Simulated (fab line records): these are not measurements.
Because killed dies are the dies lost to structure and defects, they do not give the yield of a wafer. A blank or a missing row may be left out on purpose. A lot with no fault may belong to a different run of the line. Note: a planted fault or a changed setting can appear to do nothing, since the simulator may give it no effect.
Matching of chambers + flow n5Finfet + N5_GATE_CUT_CMP_43 on cmp-04 has 4 sister chambers
The step polishes SiO2. 8 wafers are shown with their chamber, then 8 later ones without.

== EACH WAFER AND ITS CHAMBER ==
| wafer  | chamber | motorCurrentA (A) |
|--------|---------|-------------------|
| L078.2 | 3       | 15.1              |
| L079.5 | 3       | 14.7              |
| L079.6 | 0       | 13.6              |
| L083.5 | 1       | 12.5              |
| L087.1 | 2       | 13.4              |
| L087.3 | 0       | 14.2              |
| L087.6 | 2       | 13.8              |
| L088.1 | 1       | 12.1              |

== WAFERS WITH NO CHAMBER GIVEN ==
| wafer  | motorCurrentA (A) |
|--------|-------------------|
| L088.5 | 14.0              |
| L088.6 | 12.9              |
| L092.2 | 12.3              |
| L092.3 | 14.4              |
| L092.4 | 11.9              |
| L097.1 | 12.2              |
| L097.3 | 14.2              |
| L097.4 | 13.9              |

== WHICH CHAMBER EACH WENT THROUGH ==
| wafer  | from the rows above          | in truth                   |
|--------|------------------------------|----------------------------|
| L088.5 | can't be placed: 0 or 2      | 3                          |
| L088.6 | can't be placed: 1 or 2 or 0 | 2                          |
| L092.2 | 1                            | 1                          |
| L092.3 | can't be placed: 3 or 0 or 2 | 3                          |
| L092.4 | 1                            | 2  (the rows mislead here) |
| L097.1 | 1                            | 1                          |
| L097.3 | can't be placed: 0 or 2 or 3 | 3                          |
| L097.4 | can't be placed: 0 or 2      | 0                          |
Placed correctly: 2 of 8. Unplaceable from these rows: 5, with the true chamber sitting among the candidates in 4. Wrongly placed: 1.
How it was worked out, from the rows above alone: a wafer's distance from a chamber is the root of the sum, over the readings, of the square of ((its reading less the chamber's mean) divided by the reading's scatter). The wafer belongs to the nearest chamber; if the next one is less than 2 further off, it can't be placed. For every chamber, the mean is computed from those of its wafers that are shown. The scatter: the root of (the sum of the squares of (reading less its chamber's mean) over the shown wafers, divided by (wafers less chambers)).
